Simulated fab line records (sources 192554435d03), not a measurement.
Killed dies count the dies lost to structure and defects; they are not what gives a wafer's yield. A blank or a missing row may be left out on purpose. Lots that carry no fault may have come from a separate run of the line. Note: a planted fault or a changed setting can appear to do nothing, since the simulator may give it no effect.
Chamber matching | flow n5-finfet | ald-metal-02 running N5_HKMG_FIN_ALD_36: 4 sister chambers
The step deposits TiN, target thk 1 nm, pulse time 1 s, purge time 3 s. 14 wafers are shown with their chamber, then 7 later ones without.

== WAFERS PAIRED WITH THEIR CHAMBERS ==
wafer  | chamber | heater-power-w (W) | precursor-pulse-height-rel
L271.1 | 1       | 856                | 1.018
L271.4 | 3       | 863                | 0.978
L271.5 | 1       | 879                | 1.012
L277.1 | 2       | 921                | 1.016
L277.3 | 0       | 1066               | 0.991
L277.6 | 0       | 1075               | 0.981
L278.1 | 2       | 950                | 0.986
L278.2 | 3       | 898                | 0.996
L278.6 | 2       | 917                | 0.992
L279.1 | 3       | 878                | 0.992
L279.3 | 2       | 920                | 1.012
L279.5 | 1       | 878                | 0.990
L285.1 | 2       | 937                | 1.012
L285.2 | 3       | 858                | 1.018

SIGNATURES (averages over the wafers above)
reading                    | chamber 0 | chamber 1 | chamber 2 | chamber 3 | scatter within a chamber
heater-power-w             | 1070.50   | 871.00    | 929.00    | 874.25    | 14.6
precursor-pulse-height-rel | 0.98600   | 1.00667   | 1.00360   | 0.99600   | 0.0143
Rule: distance of a wafer from a chamber = root of the sum over the readings of ((wafer's reading minus chamber's mean) / reading's scatter) squared. The wafer belongs to the nearest chamber; if the next one is less than 2 further off, it can't be placed. The scatter: the root of (the sum of the squares of (reading less its chamber's mean) over the shown wafers, divided by (wafers less chambers)).

== WAFERS MISSING THEIR CHAMBER ==
wafer  | heater-power-w (W) | precursor-pulse-height-rel
L285.5 | 926                | 0.985
L291.2 | 889                | 1.008
L291.5 | 862                | 0.968
L291.6 | 924                | 1.011
L292.1 | 941                | 1.022
L292.2 | 879                | 1.024
L292.3 | 1062               | 0.971

== WHICH CHAMBER EACH WENT THROUGH ==
wafer  | from the rows above          | in truth
L285.5 | 2                            | 2
L291.2 | can't be placed: 1 or 3 or 2 | 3
L291.5 | can't be placed: 3 or 1      | 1
L291.6 | 2                            | 2
L292.1 | 2                            | 2
L292.2 | can't be placed: 1 or 3      | 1
L292.3 | 0                            | 0
Correctly placed: 4 of 7. These rows do not allow placing 3 (true chamber among the candidates in 3). Placed wrongly: 0.
